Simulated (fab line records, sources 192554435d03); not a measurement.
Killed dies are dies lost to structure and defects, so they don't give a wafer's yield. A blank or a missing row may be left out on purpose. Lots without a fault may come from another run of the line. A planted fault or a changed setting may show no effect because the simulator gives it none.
Split-lot experiment | flow n5_finfet | 7 lots, 21 wafers read, on a route of 1938 steps

THE SPLIT
At N5_BEOL_M5_EXPOSE_25 (exposes mask V4, defocus 10 nm), the setting dose_mj was moved away from the recipe's 52.75 on 6 of the 21 wafers read, by -2.1% to +4.3%. The other wafers ran this setting at the recipe's value.

FROM THE SPLIT TO THE READING: what the file shows between them, 2 steps
- N5_BEOL_M5_PEB_26: peb time 60 s
- N5_BEOL_M5_DEVELOP_27: develop time 30 s

THE READING
cd_nm, in nm, at N5_BEOL_M5_CD_MEAS_28 (target cd 30.6 nm, target cd y 20 nm). Fault-free wafers of this fab line usually give 30.60 nm, standard deviation 0.29 nm.

wafer  | tool, chamber at the split | dose_mj as run | against the recipe | cd_nm, nm | against lot-mates on the recipe
L074.1 | euv_scanner-02, 0          | 52.75          | recipe             | 30.98     | -
L074.2 | euv_scanner-02, 0          | 52.75          | recipe             | 30.69     | -
L074.6 | euv_scanner-02, 0          | 52.75          | recipe             | 30.64     | -
L076.1 | euv_scanner-01, 0          | 54.95          | +4.2%              | 31.59     | +1.05
L076.3 | euv_scanner-01, 0          | 52.75          | recipe             | 30.54     | -
L076.6 | euv_scanner-01, 0          | 54.95          | +4.2%              | 31.18     | +0.64
L079.2 | euv_scanner-01, 0          | 55             | +4.3%              | 31.67     | +1.25
L079.4 | euv_scanner-01, 0          | 55             | +4.3%              | 31.27     | +0.85
L079.6 | euv_scanner-01, 0          | 52.75          | recipe             | 30.42     | -
L081.3 | euv_scanner-01, 0          | 52.75          | recipe             | 30.75     | -
L081.4 | euv_scanner-01, 0          | 52.75          | recipe             | 30.37     | -
L081.6 | euv_scanner-01, 0          | 52.75          | recipe             | 30.65     | -
L095.1 | euv_scanner-02, 0          | 52.75          | recipe             | 30.47     | -
L095.4 | euv_scanner-02, 0          | 52.75          | recipe             | 30.87     | -
L095.5 | euv_scanner-02, 0          | 52.75          | recipe             | 30.23     | -
L094.1 | euv_scanner-01, 0          | 53.88          | +2.1%              | 30.96     | +0.52
L094.3 | euv_scanner-01, 0          | 52.75          | recipe             | 30.30     | -
L094.6 | euv_scanner-01, 0          | 52.75          | recipe             | 30.58     | -
L097.1 | euv_scanner-02, 0          | 51.63          | -2.1%              | 30.09     | -0.73
L097.2 | euv_scanner-02, 0          | 52.75          | recipe             | 30.83     | -
L097.5 | euv_scanner-02, 0          | 52.75          | recipe             | 30.81     | -

THE FIT
A straight line over all 21 wafers: cd_nm changes by +0.198 nm for each +1% of dose_mj; r = +0.87; the points scatter about the line by 0.21 nm.
The same after taking each lot's own level away (the mean of its wafers on the recipe; 21 wafers): +0.237 nm for each +1%; r = +0.92; scatter 0.18 nm.
On that fit, the largest move of dose_mj shifts the reading by 1 nm.
The lots' own levels span 30.420 to 30.820 nm, that is 1.4 times the standard deviation above.
So the lot-to-lot level changes the slope: the two fits differ.
Check: with one of the wafers moved furthest among these (+4.3%) left out of the fit, the line predicts +0.914 nm for it against its lot-mates. It came out at +1.25 nm against them.

THE WHOLE CHAIN: every reading that the file lists as answering this split, in the file's order
step                  | what it does                                                | reading                                                        | change (the file's fit)               | r (the file's)
N5_BEOL_M5_CD_MEAS_28 | target cd 30.6 nm, target cd y 20 nm                        | cd_nm                                                          | +0.239 nm for each +1% of the setting | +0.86
N5_BEOL_M5_ETCH_75    | etches underlayer in N2/H2, target depth 6.5 nm, time 5.2 s | BEOL_M5.cd_nm (the simulator's own value, which no gauge read) | +0.246 nm for each +1% of the setting | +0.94
N5_BEOL_M5_ETCH_67    | etches SiARC in CF4, target depth 15.6 nm, time 26 s        | BEOL_M5.cd_nm (the simulator's own value, which no gauge read) | +0.227 nm for each +1% of the setting | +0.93

THE FILE'S OWN FIT
cd_nm changes by +0.239 nm for each +1% of dose_mj, r = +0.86.
